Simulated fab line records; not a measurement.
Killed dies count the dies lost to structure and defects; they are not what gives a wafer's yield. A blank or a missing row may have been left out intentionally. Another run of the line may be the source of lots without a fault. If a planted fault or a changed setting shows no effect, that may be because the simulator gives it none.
fab line records	flow nand-harc
record: lots: 24	wafers: 72	last-day: 33
route steps=1302 shown P_CONTACT@241 P_M0@263 P_M1@310
lots untouched by any fault: they come from a run of this same line in which no faults occurred
start-h: start of the lot's first displayed wafer, in hours after the record's first day	wait-h: hours elapsed since this lot's preceding step	" identical to the entry in the row above	L1.1+2: one row covering several wafers at once	- either no value or no given start	* or withheld: withheld	< > ~ a bound
route shown NAME@n: a module of which the file shows steps, and the number in the route of the first	usual: average and standard deviation across the fault-free wafers	same: alike in all rows	chamber/n: place in a boat	sites: per-site readings	_std_site: standard deviation of those values	_edge_site: mean of outer sites minus mean of inner sites	radius-mm: how far each site lies from the wafer's centre	mask NAME#n: copy n	behind: the last tool/chamber to shape the wafer	hold: cause of the lot's hold/its duration in hours/its outcome	device: the n, p or np transistor that did not switch	end of line: at the end of the route, the tests of the same wafers	a step with no rows: only its recipe	killed: the dies lost at the first sort to structure and to defects; this is not the yield of the wafer	map: per-die view of a wafer (x killed, . not killed, _ where there is no die)
set.NAME: setting as actually run; set.NAME@STEP: the setting as run at that earlier step	model.NAME: the simulator's own value behind a step, which no gauge read
the route's steps for a sample of lots (tables are steps, rows are wafers)
services: the hour from which a tool's chamber was out of use, counted from the record's first day as start-h (under 0 if before that day), plus the number of hours and why
== steps ==
step: NHARC_P_CONTACT_CD_MEAS_19
usual: cd-nm: 89.9/1.9
lot.wafer	tool	chamber	start-h	wait-h	cd-nm
L074.1	cd-sem-02	-	123.95	-	89.8
L074.3	"	-	"	"	89.5
L074.6	"	-	"	"	90.1
L075.2	cd-sem-03	-	124.27	-	92.0
L075.4	"	-	"	"	86.0
L075.6	"	-	"	"	90.9
L076.4	cd-sem-03	-	137.09	-	86.8
L076.5	"	-	"	"	89.1
L076.6	"	-	"	"	87.2
L077.1	cd-sem-02	-	151.92	-	88.8
L077.5	"	-	"	"	88.9
L077.6	"	-	"	"	90.8
L078.1	cd-sem-03	-	158.69	-	90.5
L078.3	"	-	"	"	89.9
L078.5	"	-	"	"	90.8
L079.1	cd-sem-01	-	165.54	-	91.6
L079.3	"	-	"	"	89.4
L079.5	"	-	"	"	90.7
L080.4	cd-sem-03	-	182.42	-	90.8
L080.5	"	-	"	"	91.5
L080.6	"	-	"	"	89.9
L081.1	cd-sem-03	-	198.84	-	91.6
L081.4	"	-	"	"	88.9
L081.5	"	-	"	"	92.8
L082.1	cd-sem-03	-	202.92	-	89.1
L082.4	"	-	"	"	90.0
L082.5	"	-	"	"	92.5
L083.2	cd-sem-03	-	212.36	-	90.7
L083.3	"	-	"	"	92.2
L083.6	"	-	"	"	89.9
L084.1	cd-sem-02	-	230.32	-	85.9
L084.5	"	-	"	"	87.0
L084.6	"	-	"	"	90.2
L085.2	cd-sem-01	-	232.33	-	92.8
L085.3	"	-	"	"	86.4
L085.6	"	-	"	"	90.3
L087.1	cd-sem-03	-	243.87	-	88.7
L087.5	"	-	"	"	90.5
L087.6	"	-	"	"	88.1
L086.1	cd-sem-02	-	244.20	-	93.1
L086.3	"	-	"	"	89.3
L086.5	"	-	"	"	88.0
L089.2	cd-sem-02	-	260.55	-	88.5
L089.4	"	-	"	"	88.0
L089.5	"	-	"	"	94.2
L088.1	cd-sem-03	-	261.56	-	90.7
L088.3	"	-	"	"	87.0
L088.4	"	-	"	"	90.5
L090.2	cd-sem-03	-	282.55	-	88.8
L090.3	"	-	"	"	92.1
L090.6	"	-	"	"	89.2
L091.1	cd-sem-03	-	283.90	-	93.2
L091.4	"	-	"	"	90.5
L091.5	"	-	"	"	87.3
L092.1	cd-sem-02	-	300.26	-	92.3
L092.2	"	-	"	"	91.7
L092.4	"	-	"	"	89.8
L093.2	cd-sem-01	-	305.00	-	93.5
L093.4	"	-	"	"	88.1
L093.6	"	-	"	"	92.7
L094.2	cd-sem-02	-	317.13	-	88.9
L094.3	"	-	"	"	89.3
L094.5	"	-	"	"	91.1
L095.3	cd-sem-01	-	334.00	-	86.5
L095.4	"	-	"	"	89.1
L095.5	"	-	"	"	86.1
L096.2	cd-sem-03	-	344.33	-	88.1
L096.3	"	-	"	"	88.7
L096.5	"	-	"	"	87.3
L097.2	cd-sem-03	-	344.80	-	90.6
L097.3	"	-	"	"	89.4
L097.5	"	-	"	"	86.7
step: NHARC_P_CONTACT_PVD_32
recipe: target-thk-a: 50	chamber-pressure-pa: 5	power-w: 5000	substrate-temp-c: 200	time-s: 17.7	material: Ti
usual: throttle-valve-pct: 29.9/1.4
lot.wafer	tool	chamber	start-h	wait-h	throttle-valve-pct
L074.1	pvd-sputter-02	-	-	-	30.2
L074.3	"	-	"	"	30.8
L074.6	"	-	"	"	30.5
L075.4	pvd-sputter-02	-	-	-	30.1
L075.2	"	-	"	"	30.3
L075.6	"	-	"	"	30.1
L076.4	pvd-sputter-01	-	-	-	27.8
L076.5	"	-	"	"	29.3
L076.6	"	-	"	"	30.6
L077.1	pvd-sputter-02	-	-	-	30.3
L077.6	"	-	"	"	30.4
L077.5	"	-	"	"	30.6
L078.3	pvd-sputter-03	-	-	-	31.3
L078.1	"	-	"	"	29.3
L078.5	"	-	"	"	29.5
L079.1	pvd-sputter-03	-	-	-	31.4
L079.3	"	-	"	"	29.5
L079.5	"	-	"	"	31.2
L080.4	pvd-sputter-01	-	-	-	29.3
L080.6	"	-	"	"	30.5
L080.5	"	-	"	"	27.8
L081.4	pvd-sputter-02	-	-	-	30.5
L081.1	"	-	"	"	26.9
L081.5	"	-	"	"	30.2
L082.1	pvd-sputter-03	-	-	-	31.9
L082.4	"	-	"	"	30.4
L082.5	"	-	"	"	31.7
L083.3	pvd-sputter-02	-	-	-	30.3
L083.2	"	-	"	"	27.2
L083.6	"	-	"	"	30.7
L084.1	pvd-sputter-02	-	-	-	30.0
L084.6	"	-	"	"	30.5
L084.5	"	-	"	"	30.5
L085.2	pvd-sputter-03	-	-	-	28.0
L085.3	"	-	"	"	31.6
L085.6	"	-	"	"	32.4
L087.1	pvd-sputter-02	-	-	-	30.4
L087.6	"	-	"	"	26.9
L087.5	"	-	"	"	30.4
L086.1	pvd-sputter-01	-	-	-	29.3
L086.3	"	-	"	"	30.6
L086.5	"	-	"	"	29.1
L089.4	pvd-sputter-02	-	-	-	30.3
L089.2	"	-	"	"	27.1
L089.5	"	-	"	"	30.6
L088.3	pvd-sputter-02	-	-	-	30.4
L088.4	"	-	"	"	30.1
L088.1	"	-	"	"	30.5
L090.2	pvd-sputter-03	-	-	-	32.3
L090.3	"	-	"	"	31.5
L090.6	"	-	"	"	32.5
L091.4	pvd-sputter-01	-	-	-	29.7
L091.1	"	-	"	"	30.4
L091.5	"	-	"	"	30.3
L092.2	pvd-sputter-02	-	-	-	29.5
L092.1	"	-	"	"	27.8
L092.4	"	-	"	"	30.6
L093.2	pvd-sputter-02	-	-	-	30.7
L093.4	"	-	"	"	27.8
L093.6	"	-	"	"	30.6
L094.2	pvd-sputter-01	-	-	-	30.6
L094.3	"	-	"	"	28.8
L094.5	"	-	"	"	30.6
L095.3	pvd-sputter-02	-	-	-	30.7
L095.4	"	-	"	"	27.7
L095.5	"	-	"	"	30.7
L096.2	pvd-sputter-01	-	-	-	29.9
L096.3	"	-	"	"	28.7
L096.5	"	-	"	"	30.7
L097.2	pvd-sputter-03	-	-	-	30.8
L097.3	"	-	"	"	28.1
L097.5	"	-	"	"	30.3
step: NHARC_P_CONTACT_ALD_22
recipe: target-thk-a: 30	pulse-time-s: 1	ald-cycles: 150	temp-c: 450	material: TiN
usual: heater-power-w: 1095/94	precursor-pulse-height-rel: 0.998/0.019
lot.wafer	tool	chamber	start-h	wait-h	heater-power-w	precursor-pulse-height-rel
L074.3	ald-metal-01	2	124.90	-	979	0.998
L074.1	"	3	"	"	1057	1.000
L074.6	"	3	"	"	1066	1.003
L075.4	ald-metal-03	0	125.26	-	883	1.022
L075.2	"	1	"	"	1197	0.966
L075.6	"	3	"	"	1158	1.011
L076.4	ald-metal-04	3	138.08	-	1050	1.016
L076.6	"	1	"	"	1197	0.989
L076.5	"	2	"	"	972	1.009
L077.1	ald-metal-04	2	152.99	-	1018	1.028
L077.5	"	1	"	"	1190	1.010
L077.6	"	2	"	"	977	0.990
L078.1	ald-metal-03	2	159.70	-	1146	1.016
L078.3	"	1	"	"	1212	1.031
L078.5	"	3	"	"	1165	1.007
L079.3	ald-metal-04	3	166.57	-	1033	0.991
L079.1	"	1	"	"	1157	1.004
L079.5	"	3	"	"	1029	0.982
L080.4	ald-metal-01	1	183.43	-	1146	0.998
L080.6	"	2	"	"	1038	1.003
L080.5	"	3	"	"	1045	0.995
L081.1	ald-metal-04	2	199.79	-	980	1.009
L081.4	"	3	"	"	1034	1.001
L081.5	"	3	"	"	1059	1.007
L082.4	ald-metal-01	2	203.87	-	982	0.972
L082.1	"	3	"	"	1032	1.004
L082.5	"	3	"	"	1026	1.027
L083.3	ald-metal-01	3	213.31	-	1040	1.027
L083.2	"	2	"	"	1049	1.000
L083.6	"	3	"	"	1041	1.036
L084.1	ald-metal-01	0	231.31	-	1062	0.984
L084.5	"	2	"	"	1004	0.949
L084.6	"	3	"	"	1050	0.981
L085.3	ald-metal-03	3	233.29	-	1204	1.011
L085.2	"	1	"	"	1247	1.010
L085.6	"	2	"	"	1213	1.021
L087.1	ald-metal-04	2	244.88	-	987	0.991
L087.6	"	3	"	"	1025	1.008
L087.5	"	0	"	"	1138	1.031
L086.3	ald-metal-03	2	245.20	-	1221	1.017
L086.1	"	0	"	"	964	0.995
L086.5	"	1	"	"	1230	0.967
L089.2	ald-metal-04	2	261.55	-	982	1.009
L089.4	"	3	"	"	1007	1.001
L089.5	"	0	"	"	1144	1.003
L088.3	ald-metal-01	3	262.62	-	1036	0.987
L088.4	"	0	"	"	1053	0.996
L088.1	"	1	"	"	1170	1.015
L090.2	ald-metal-04	3	283.50	-	1055	0.981
L090.3	"	1	"	"	1176	1.001
L090.6	"	3	"	"	1042	1.024
L091.1	ald-metal-01	0	284.86	-	1054	0.989
L091.4	"	3	"	"	1048	0.994
L091.5	"	0	"	"	1028	0.975
L092.2	ald-metal-01	2	301.25	-	1019	0.981
L092.1	"	0	"	"	1064	0.980
L092.4	"	1	"	"	1172	0.979
L093.2	ald-metal-03	3	305.98	-	1222	1.009
L093.4	"	0	"	"	913	1.034
L093.6	"	2	"	"	1235	0.958
L094.3	ald-metal-04	1	318.11	-	1116	0.990
L094.2	"	0	"	"	1072	0.998
L094.5	"	1	"	"	1107	0.993
L095.3	ald-metal-03	3	334.97	-	1225	1.007
L095.4	"	1	"	"	1259	1.021
L095.5	"	3	"	"	1215	0.985
L096.2	ald-metal-03	1	345.33	-	1245	0.961
L096.3	"	2	"	"	1249	0.955
L096.5	"	3	"	"	1202	1.003
L097.3	ald-metal-01	1	345.76	-	1210	0.983
L097.2	"	2	"	"	983	0.985
L097.5	"	2	"	"	1034	0.989
step: NHARC_P_M0_CD_MEAS_09
recipe: target-cd-nm: 90	landing-energy-ev: 500
usual: cd-nm: 90.0/0.7
lot.wafer	tool	chamber	start-h	wait-h	cd-nm
L074.1	cd-sem-01	0	126.93	-	90.3
L074.3	"	0	"	"	90.6
L074.6	"	0	"	"	90.6
L075.2	cd-sem-01	0	127.38	-	89.6
L075.4	"	0	"	"	89.8
L075.6	"	0	"	"	90.3
L076.4	cd-sem-02	0	140.21	-	89.2
L076.5	"	0	"	"	89.7
L076.6	"	0	"	"	90.6
L077.1	cd-sem-03	0	155.14	-	90.1
L077.5	"	0	"	"	89.7
L077.6	"	0	"	"	88.9
L078.1	cd-sem-01	0	161.88	-	90.0
L078.3	"	0	"	"	89.7
L078.5	"	0	"	"	89.2
L079.1	cd-sem-03	0	168.71	-	89.6
L079.3	"	0	"	"	91.7
L079.5	"	0	"	"	90.5
L080.4	cd-sem-03	0	185.55	-	88.6
L080.5	"	0	"	"	90.4
L080.6	"	0	"	"	91.1
L081.1	cd-sem-03	0	201.94	-	90.1
L081.4	"	0	"	"	90.4
L081.5	"	0	"	"	90.5
L082.1	cd-sem-01	0	206.02	-	89.2
L082.4	"	0	"	"	89.7
L082.5	"	0	"	"	90.3
L083.2	cd-sem-01	0	215.35	-	91.1
L083.3	"	0	"	"	89.9
L083.6	"	0	"	"	90.7
L084.1	cd-sem-01	0	233.43	-	89.4
L084.5	"	0	"	"	89.4
L084.6	"	0	"	"	90.3
L085.2	cd-sem-01	0	235.57	-	90.6
L085.3	"	0	"	"	89.5
L085.6	"	0	"	"	90.7
L087.1	cd-sem-01	0	246.98	-	88.7
L087.5	"	0	"	"	89.2
L087.6	"	0	"	"	89.3
L086.1	cd-sem-02	0	247.48	-	90.0
L086.3	"	0	"	"	90.4
L086.5	"	0	"	"	90.3
L089.2	cd-sem-03	0	263.66	-	89.8
L089.4	"	0	"	"	90.2
L089.5	"	0	"	"	88.3
L088.1	cd-sem-03	0	264.65	-	89.2
L088.3	"	0	"	"	90.7
L088.4	"	0	"	"	90.0
L090.2	cd-sem-02	0	285.66	-	88.9
L090.3	"	0	"	"	90.0
L090.6	"	0	"	"	89.6
L091.1	cd-sem-02	0	287.01	-	90.1
L091.4	"	0	"	"	88.5
L091.5	"	0	"	"	89.6
L092.1	cd-sem-01	0	303.45	-	91.0
L092.2	"	0	"	"	89.5
L092.4	"	0	"	"	90.0
L093.2	cd-sem-01	0	308.12	-	90.6
L093.4	"	0	"	"	90.4
L093.6	"	0	"	"	90.6
L094.2	cd-sem-01	0	320.29	-	90.7
L094.3	"	0	"	"	89.8
L094.5	"	0	"	"	89.7
L095.3	cd-sem-01	0	336.99	-	89.3
L095.4	"	0	"	"	90.1
L095.5	"	0	"	"	90.5
L096.2	cd-sem-02	0	347.46	-	90.6
L096.3	"	0	"	"	89.3
L096.5	"	0	"	"	90.4
L097.2	cd-sem-01	0	347.78	-	89.1
L097.3	"	0	"	"	90.6
L097.5	"	0	"	"	90.0
step: NHARC_P_M0_PRE_CLEAN_31
recipe: time-s: 12	temp-c: 370	rf-power-w: 300	gas: NH3
usual: heater-power-w: 640/78	rf-fwd-power-W: 292.5/0.94
lot.wafer	tool	chamber	start-h	wait-h	heater-power-w	rf-fwd-power-W
L074.1	pecvd-03	1	129.67	0.1	749	292.5
L074.3	"	2	"	"	631	292.9
L074.6	"	2	"	"	600	293.3
L075.2	pecvd-04	1	130.11	0.1	645	292.8
L075.4	"	2	"	"	754	294.0
L075.6	"	0	"	"	559	293.0
L076.4	pecvd-04	2	143.06	0.1	652	294.2
L076.6	"	0	"	"	603	290.9
L076.5	"	1	"	"	601	291.3
L077.1	pecvd-02	0	157.92	0.1	596	294.0
L077.6	"	0	"	"	587	293.8
L077.5	"	1	"	"	808	294.1
L078.3	pecvd-02	1	164.60	0.1	735	293.3
L078.1	"	2	"	"	639	292.2
L078.5	"	0	"	"	548	292.8
L079.1	pecvd-02	1	171.53	0.1	764	292.1
L079.3	"	2	"	"	574	293.1
L079.5	"	2	"	"	560	292.5
L080.6	pecvd-04	2	188.32	0.1	657	291.0
L080.4	"	0	"	"	509	292.5
L080.5	"	1	"	"	630	293.6
L081.1	pecvd-02	2	204.69	0.1	576	292.2
L081.5	"	1	"	"	815	293.1
L081.4	"	2	"	"	581	293.0
L082.1	pecvd-02	1	208.78	0.1	851	293.0
L082.5	"	0	"	"	529	292.3
L082.4	"	1	"	"	847	292.2
L083.2	pecvd-03	1	218.36	0.1	630	292.0
L083.3	"	0	"	"	574	291.0
L083.6	"	0	"	"	595	292.4
L084.1	pecvd-03	2	236.34	0.2	631	292.4
L084.6	"	0	"	"	639	293.6
L084.5	"	2	"	"	620	291.8
L085.2	pecvd-04	1	238.29	0.1	602	293.6
L085.3	"	0	"	"	607	293.2
L085.6	"	1	"	"	603	293.9
L087.1	pecvd-02	0	249.74	0.1	545	292.6
L087.6	"	1	"	"	798	291.4
L087.5	"	0	"	"	545	293.4
L086.1	pecvd-03	0	250.39	0.2	661	292.2
L086.3	"	2	"	"	596	291.3
L086.5	"	2	"	"	588	291.6
L089.2	pecvd-03	2	266.58	0.1	650	293.4
L089.5	"	0	"	"	650	292.8
L089.4	"	1	"	"	706	291.0
L088.1	pecvd-04	0	267.37	0.1	592	293.5
L088.3	"	1	"	"	634	291.9
L088.4	"	2	"	"	658	292.3
L090.3	pecvd-03	1	288.45	0.1	696	290.6
L090.2	"	2	"	"	553	292.3
L090.6	"	0	"	"	679	294.0
L091.1	pecvd-02	2	289.84	0.1	558	292.8
L091.5	"	0	"	"	604	290.6
L091.4	"	1	"	"	800	293.5
L092.2	pecvd-02	0	306.26	0.1	609	291.3
L092.1	"	1	"	"	716	292.6
L092.4	"	1	"	"	709	292.7
L093.2	pecvd-03	2	310.89	0.1	609	292.5
L093.4	"	1	"	"	684	291.7
L093.6	"	2	"	"	612	291.5
L094.3	pecvd-04	0	323.41	0.3	506	292.2
L094.2	"	1	"	"	605	292.4
L094.5	"	1	"	"	595	292.5
L095.3	pecvd-03	1	340.08	0.1	654	292.0
L095.4	"	0	"	"	674	293.1
L095.5	"	1	"	"	670	292.3
L097.2	pecvd-02	0	350.53	0.1	554	292.2
L097.3	"	1	"	"	784	294.2
L097.5	"	2	"	"	561	291.8
L096.3	pecvd-03	2	350.81	0.1	586	292.8
L096.2	"	1	"	"	648	293.2
L096.5	"	1	"	"	628	291.9
step: NHARC_P_M1_ANNEAL_31
recipe: temp-c: 225	time-s: 90
usual: wafer_temp_C_max: 226.3/0.38
lot.wafer	tool	chamber	start-h	wait-h	wafer_temp_C_max
L074.1	rtp-anneal-01	0	132.81	-	225.9
L074.3	"	0	"	"	226.7
L074.6	"	0	"	"	226.3
L075.2	rtp-anneal-01	0	133.31	0.3	225.6
L075.4	"	0	"	"	225.7
L075.6	"	0	"	"	225.6
L076.4	rtp-anneal-02	0	146.49	0.3	226.4
L076.5	"	0	"	"	226.4
L076.6	"	0	"	"	226.6
L077.1	rtp-anneal-01	0	161.76	-	226.0
L077.5	"	0	"	"	226.1
L077.6	"	0	"	"	226.8
L078.1	rtp-anneal-01	0	167.89	0.3	225.8
L078.3	"	0	"	"	225.6
L078.5	"	0	"	"	226.2
L079.1	rtp-anneal-02	0	174.79	-	226.2
L079.3	"	0	"	"	226.2
L079.5	"	0	"	"	226.8
L080.4	rtp-anneal-01	0	191.57	-	225.8
L080.5	"	0	"	"	226.4
L080.6	"	0	"	"	225.9
L081.1	rtp-anneal-01	0	207.96	-	225.9
L081.4	"	0	"	"	226.0
L081.5	"	0	"	"	226.0
L082.1	rtp-anneal-02	0	211.91	0.3	226.8
L082.4	"	0	"	"	226.6
L082.5	"	0	"	"	226.1
L083.2	rtp-anneal-02	0	221.67	-	226.4
L083.3	"	0	"	"	226.8
L083.6	"	0	"	"	226.4
L084.1	rtp-anneal-02	0	239.64	-	226.6
L084.5	"	0	"	"	226.8
L084.6	"	0	"	"	226.0
L085.2	rtp-anneal-01	0	241.58	-	226.0
L085.3	"	0	"	"	226.0
L085.6	"	0	"	"	226.1
L087.1	rtp-anneal-02	0	253.17	0.3	226.9
L087.5	"	0	"	"	226.0
L087.6	"	0	"	"	226.3
L086.1	rtp-anneal-02	0	253.97	0.3	226.6
L086.3	"	0	"	"	226.6
L086.5	"	0	"	"	226.5
L089.2	rtp-anneal-02	0	269.90	0.3	226.2
L089.4	"	0	"	"	226.4
L089.5	"	0	"	"	227.1
L088.1	rtp-anneal-01	0	271.00	0.3	226.6
L088.3	"	0	"	"	226.5
L088.4	"	0	"	"	226.0
L090.2	rtp-anneal-02	0	291.75	-	226.5
L090.3	"	0	"	"	226.4
L090.6	"	0	"	"	226.3
L091.1	rtp-anneal-02	0	293.11	0.3	226.5
L091.4	"	0	"	"	226.7
L091.5	"	0	"	"	226.2
L092.1	rtp-anneal-02	0	309.52	0.3	226.6
L092.2	"	0	"	"	226.4
L092.4	"	0	"	"	226.5
L093.2	rtp-anneal-02	0	314.70	0.3	226.2
L093.4	"	0	"	"	226.9
L093.6	"	0	"	"	226.7
L094.2	rtp-anneal-01	0	326.71	0.3	226.2
L094.3	"	0	"	"	226.1
L094.5	"	0	"	"	226.3
L095.3	rtp-anneal-01	0	343.44	-	225.7
L095.4	"	0	"	"	225.9
L095.5	"	0	"	"	226.1
L097.2	rtp-anneal-02	0	353.76	0.4	227.2
L097.3	"	0	"	"	226.2
L097.5	"	0	"	"	226.3
L096.2	rtp-anneal-01	0	354.12	0.3	225.5
L096.3	"	0	"	"	226.0
L096.5	"	0	"	"	225.8
== services ==
tool	chamber	start-h	hours	kind
pvd-sputter-02	-	104.00	10.0	pm
pvd-sputter-01	-	114.96	9.8	repair
pvd-sputter-02	-	115.66	2.8	repair
ald-metal-04	-	118.00	10.0	pm
ald-metal-03	-	118.70	1.5	repair
pvd-sputter-02	-	130.63	14.1	repair
ald-metal-01	-	146.32	0.7	repair
ald-metal-01	-	170.00	10.0	pm
pvd-sputter-03	-	170.00	10.0	pm
pecvd-02	1	176.22	12.1	repair
pecvd-03	-	185.00	13.0	pm
ald-metal-03	3	206.65	23.6	repair
ald-metal-03	-	212.00	10.0	pm
pecvd-02	-	227.41	13.0	pm
pecvd-03	1	230.68	21.7	repair
pecvd-03	2	237.38	6.5	repair
ald-metal-01	3	246.29	11.5	repair
pvd-sputter-02	-	282.00	10.0	pm
ald-metal-03	-	292.64	0.6	repair
ald-metal-01	3	294.78	25.1	repair
ald-metal-04	-	296.00	10.0	pm
pecvd-02	1	314.16	11.0	repair
pecvd-02	0	322.43	4.2	repair
ald-metal-01	-	348.00	10.0	pm
== key ==
fault none
